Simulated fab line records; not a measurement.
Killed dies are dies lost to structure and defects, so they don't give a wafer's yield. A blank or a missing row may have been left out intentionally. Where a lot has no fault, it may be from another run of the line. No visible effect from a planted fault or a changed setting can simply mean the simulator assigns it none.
Which tool was responsible? + flow n5_finfet + 24 lots, 72 wafers sampled, at 4 steps of a route of 1938

## WHAT THE GAUGES SHOWED, per wafer
N5_BEOL_M10_RS_MEAS_57: a four-point-probe measurement. Usual: M10_RS gives 0.152 ohm/sq (standard deviation 0.0041).
| lot  | measured     | on            | M10_RS (ohm/sq)   | flag |
|------|--------------|---------------|-------------------|------|
| L074 | day 11 10:07 | film_metro-01 | 0.147 0.150 0.145 |      |
| L075 | day 11 10:30 | film_metro-01 | 0.157 0.153 0.154 |      |
| L078 | day 13 09:55 | film_metro-02 | 0.151 0.156 0.159 |      |
| L077 | day 13 12:37 | film_metro-01 | 0.152 0.153 0.149 |      |
| L080 | day 14 08:05 | film_metro-01 | 0.157 0.152 0.153 |      |
| L079 | day 14 10:25 | film_metro-01 | 0.155 0.156 0.151 |      |
| L081 | day 14 15:51 | film_metro-02 | 0.149 0.145 0.150 |      |
| L082 | day 15 00:14 | film_metro-02 | 0.147 0.152 0.152 |      |
| L083 | day 15 09:04 | film_metro-01 | 0.154 0.154 0.156 |      |
| L085 | day 15 22:51 | film_metro-01 | 0.148 0.148 0.155 |      |
| L084 | day 15 23:35 | film_metro-01 | 0.151 0.156 0.148 |      |
| L087 | day 16 00:19 | film_metro-02 | 0.154 0.148 0.155 |      |
| L086 | day 16 01:04 | film_metro-01 | 0.150 0.156 0.157 |      |
| L089 | day 16 07:29 | film_metro-02 | 0.161 0.155 0.151 |      |
| L076 | day 16 08:02 | film_metro-01 | 0.147 0.151 0.152 |      |
| L090 | day 16 17:30 | film_metro-02 | 0.161 0.151 0.158 |      |
| L091 | day 17 07:17 | film_metro-01 | 0.150 0.152 0.154 |      |
| L088 | day 17 10:05 | film_metro-01 | 0.143 0.148 0.153 |      |
| L092 | day 17 10:11 | film_metro-01 | 0.152 0.150 0.143 |      |
| L095 | day 17 18:26 | film_metro-01 | 0.143 0.144 0.147 |      |
| L094 | day 17 20:29 | film_metro-02 | 0.148 0.142 0.150 |      |
| L093 | day 17 20:53 | film_metro-01 | 0.152 0.152 0.148 |      |
| L096 | day 17 22:14 | film_metro-02 | 0.151 0.153 0.151 |      |
| L097 | day 18 01:47 | film_metro-02 | 0.146 0.153 0.147 |      |

N5_BEOL_M11_INSPECT_30: inspects for defects (brightfield). Usual: raw_defect_count 446, standard deviation 120.
| lot  | measured     | on                | raw_defect_count | flag |
|------|--------------|-------------------|------------------|------|
| L074 | day 11 13:51 | defect_inspect-01 | 310 322 299      |      |
| L075 | day 11 14:01 | defect_inspect-02 | 409 528 498      |      |
| L078 | day 13 13:23 | defect_inspect-01 | 398 297 439      |      |
| L077 | day 13 17:28 | defect_inspect-02 | 607 517 738      |      |
| L080 | day 14 13:06 | defect_inspect-02 | 522 565 426      |      |
| L079 | day 14 13:16 | defect_inspect-02 | 333 337 306      |      |
| L081 | day 14 20:31 | defect_inspect-02 | 650 359 355      |      |
| L082 | day 15 06:27 | defect_inspect-01 | 358 358 370      |      |
| L083 | day 15 17:07 | defect_inspect-02 | 372 372 395      |      |
| L085 | day 16 01:14 | defect_inspect-02 | 492 443 323      |      |
| L084 | day 16 04:28 | defect_inspect-02 | 601 405 452      |      |
| L087 | day 16 04:48 | defect_inspect-02 | 527 512 541      |      |
| L086 | day 16 05:53 | defect_inspect-02 | 405 338 288      |      |
| L089 | day 16 13:54 | defect_inspect-02 | 478 388 429      |      |
| L076 | day 16 14:05 | defect_inspect-02 | 651 752 430      |      |
| L090 | day 16 23:35 | defect_inspect-02 | 556 584 480      |      |
| L091 | day 17 15:36 | defect_inspect-02 | 540 337 349      |      |
| L088 | day 17 17:38 | defect_inspect-02 | 497 501 585      |      |
| L092 | day 17 19:37 | defect_inspect-02 | 332 462 579      |      |
| L095 | day 17 22:25 | defect_inspect-02 | 540 726 563      |      |
| L094 | day 18 02:32 | defect_inspect-02 | 280 360 394      |      |
| L093 | day 18 02:12 | defect_inspect-02 | 315 357 291      |      |
| L096 | day 18 02:22 | defect_inspect-02 | 500 424 459      |      |
| L097 | day 18 05:26 | defect_inspect-02 | 572 433 469      |      |

## EACH LOT AND THE TOOL THAT RAN IT (in order: tool; ch and the chambers of the sampled wafers; start)
| lot  | N5_BEOL_M11_ILD_DEP_00          | N5_BEOL_M11_CURE_71           |
|------|---------------------------------|-------------------------------|
| L074 | pecvd-01 ch 0,1,2, day 11 10:11 | uv_cure-03 ch 1, day 11 10:15 |
| L075 | pecvd-01 ch 0,2, day 11 10:34   | uv_cure-02 ch 0, day 11 10:38 |
| L078 | pecvd-01 ch 1,2, day 13 09:59   | uv_cure-02 ch 0, day 13 10:09 |
| L077 | pecvd-04 ch 0,1,2, day 13 12:43 | uv_cure-02 ch 1, day 13 13:14 |
| L080 | pecvd-02 ch 0,2, day 14 08:08   | uv_cure-02 ch 0, day 14 08:19 |
| L079 | pecvd-02 ch 0,1,2, day 14 10:29 | uv_cure-02 ch 0, day 14 10:34 |
| L081 | pecvd-01 ch 0,1, day 14 15:55   | uv_cure-03 ch 0, day 14 15:59 |
| L082 | pecvd-04 ch 0,1, day 15 00:17   | uv_cure-01 ch 1, day 15 00:24 |
| L083 | pecvd-04 ch 0,1, day 15 09:07   | uv_cure-03 ch 0, day 15 09:19 |
| L085 | pecvd-02 ch 0,1, day 15 22:55   | uv_cure-01 ch 1, day 15 23:00 |
| L084 | pecvd-02 ch 0,2, day 15 23:38   | uv_cure-02 ch 0, day 15 23:50 |
| L087 | pecvd-02 ch 1,2, day 16 00:23   | uv_cure-02 ch 0, day 16 00:28 |
| L086 | pecvd-02 ch 1,2, day 16 01:07   | uv_cure-01 ch 2, day 16 01:17 |
| L089 | pecvd-01 ch 0,2, day 16 07:34   | uv_cure-01 ch 0, day 16 07:43 |
| L076 | pecvd-01 ch 0,2, day 16 08:06   | uv_cure-01 ch 2, day 16 08:20 |
| L090 | pecvd-04 ch 0,2, day 16 17:34   | uv_cure-02 ch 0, day 16 17:44 |
| L091 | pecvd-04 ch 0,1, day 17 07:22   | uv_cure-01 ch 2, day 17 07:43 |
| L088 | pecvd-01 ch 0,1,2, day 17 10:08 | uv_cure-01 ch 1, day 17 10:18 |
| L092 | pecvd-02 ch 0,2, day 17 10:15   | uv_cure-02 ch 1, day 17 10:22 |
| L095 | pecvd-01 ch 0,1, day 17 18:30   | uv_cure-03 ch 1, day 17 18:40 |
| L094 | pecvd-01 ch 1,2, day 17 20:34   | uv_cure-01 ch 1, day 17 20:39 |
| L093 | pecvd-01 ch 0,2, day 17 20:57   | uv_cure-03 ch 1, day 17 21:07 |
| L096 | pecvd-04 ch 0,1,2, day 17 22:17 | uv_cure-02 ch 0, day 17 22:27 |
| L097 | pecvd-04 ch 1,2, day 18 01:51   | uv_cure-02 ch 2, day 18 01:56 |
- N5_BEOL_M11_ILD_DEP_00: deposits SiCOH lowk from DEMS/porogen, target thk 308.51 nm, time 58 s.
- N5_BEOL_M11_CURE_71: cures SiCOH lowk, time 240 s.

## AS READ BY THE TOOLS THEMSELVES (means over the sampled wafers that have a number; for cases with no such wafer, the mark the record gives instead)
N5_BEOL_M11_ILD_DEP_00. Usual: heater_power_w 337 W, standard deviation 46; showerhead_plenum_p_Torr 5.740 Torr, standard deviation 0.02; showerhead_vpp_V 1360 V, standard deviation 81; throttle_valve_pct 13.9 %, standard deviation 0.88.
| lot  | tool     | heater_power_w (W) | showerhead_plenum_p_Torr (Torr) | showerhead_vpp_V (V) | throttle_valve_pct (%) | flag |
|------|----------|--------------------|---------------------------------|----------------------|------------------------|------|
| L074 | pecvd-01 | 306                | 5.727                           | 1353                 | 13.2                   |      |
| L075 | pecvd-01 | 306                | 5.722                           | 1408                 | 13.7                   |      |
| L078 | pecvd-01 | 335                | 5.740                           | 1348                 | 13.2                   |      |
| L077 | pecvd-04 | 331                | 5.740                           | 1414                 | 14.4                   |      |
| L080 | pecvd-02 | 293                | 5.718                           | 1336                 | 13.8                   |      |
| L079 | pecvd-02 | 304                | 5.738                           | 1318                 | 14.1                   |      |
| L081 | pecvd-01 | 338                | 5.738                           | 1350                 | 13.2                   |      |
| L082 | pecvd-04 | 405                | 5.747                           | 1408                 | 15.1                   |      |
| L083 | pecvd-04 | 405                | 5.748                           | 1401                 | 15.1                   |      |
| L085 | pecvd-02 | 318                | 5.726                           | 1297                 | 14.2                   |      |
| L084 | pecvd-02 | 315                | 5.732                           | 1337                 | 13.6                   |      |
| L087 | pecvd-02 | 328                | 5.753                           | 1298                 | 14.3                   |      |
| L086 | pecvd-02 | 324                | 5.768                           | 1286                 | 14.3                   |      |
| L089 | pecvd-01 | 312                | 5.731                           | 1395                 | 13.8                   |      |
| L076 | pecvd-01 | 291                | 5.735                           | 1389                 | 13.8                   |      |
| L090 | pecvd-04 | 358                | 5.745                           | 1477                 | 13.8                   |      |
| L091 | pecvd-04 | 416                | 5.749                           | 1419                 | 15.0                   |      |
| L088 | pecvd-01 | 318                | 5.731                           | 1360                 | 13.2                   |      |
| L092 | pecvd-02 | 316                | 5.740                           | 1337                 | 13.8                   |      |
| L095 | pecvd-01 | 317                | 5.735                           | 1377                 | 13.4                   |      |
| L094 | pecvd-01 | 323                | 5.736                           | 1323                 | 13.0                   |      |
| L093 | pecvd-01 | 320                | 5.733                           | 1381                 | 13.7                   |      |
| L096 | pecvd-04 | 394                | 5.751                           | 1403                 | 14.3                   |      |
| L097 | pecvd-04 | 375                | 5.755                           | 1351                 | 15.1                   |      |

N5_BEOL_M11_CURE_71. Usual: lamp_power_pct 52.32 %, standard deviation 0.059; wafer_temp_C_max 386.6, standard deviation 0.48.
| lot  | tool       | lamp_power_pct (%) | wafer_temp_C_max | flag |
|------|------------|--------------------|------------------|------|
| L074 | uv_cure-03 | 52.37              | 386.9            |      |
| L075 | uv_cure-02 | 52.31              | 386.3            |      |
| L078 | uv_cure-02 | 52.36              | 386.5            |      |
| L077 | uv_cure-02 | 52.32              | 386.7            |      |
| L080 | uv_cure-02 | 52.31              | 386.6            |      |
| L079 | uv_cure-02 | 52.32              | 386.4            |      |
| L081 | uv_cure-03 | 52.29              | 387.3            |      |
| L082 | uv_cure-01 | 52.29              | 386.3            |      |
| L083 | uv_cure-03 | 52.34              | 387.5            |      |
| L085 | uv_cure-01 | 52.40              | 386.2            |      |
| L084 | uv_cure-02 | 52.31              | 386.5            |      |
| L087 | uv_cure-02 | 52.32              | 386.8            |      |
| L086 | uv_cure-01 | 52.31              | 386.4            |      |
| L089 | uv_cure-01 | 52.33              | 387.4            |      |
| L076 | uv_cure-01 | 52.28              | 386.4            |      |
| L090 | uv_cure-02 | 52.32              | 386.4            |      |
| L091 | uv_cure-01 | 52.25              | 386.7            |      |
| L088 | uv_cure-01 | 52.28              | 386.1            |      |
| L092 | uv_cure-02 | 52.32              | 386.7            |      |
| L095 | uv_cure-03 | 52.35              | 387.1            |      |
| L094 | uv_cure-01 | 52.32              | 386.0            |      |
| L093 | uv_cure-03 | 52.33              | 387.0            |      |
| L096 | uv_cure-02 | 52.27              | 386.4            |      |
| L097 | uv_cure-02 | 52.33              | 387.0            |      |

## THE ANSWER, worked out from the rows above alone
Rule: a lot is off if the mean of its wafers that have a number lies more than 3 standard deviations from the usual mean. Also off: a lot with no number at a reading for which 4 or more lots have one. The other lots that the step has rows for count as sound. Order of review: gauges by route order, followed by the tools' own readings, for which a lot's mean as printed above is used. At the first step where some lot is off, the reading lying furthest off is the one used; lots without a number count as furthest.
No lot is off at any reading shown: from this, nothing can be told.

## WHAT HAD BEEN PUT IN BY THE SIMULATOR
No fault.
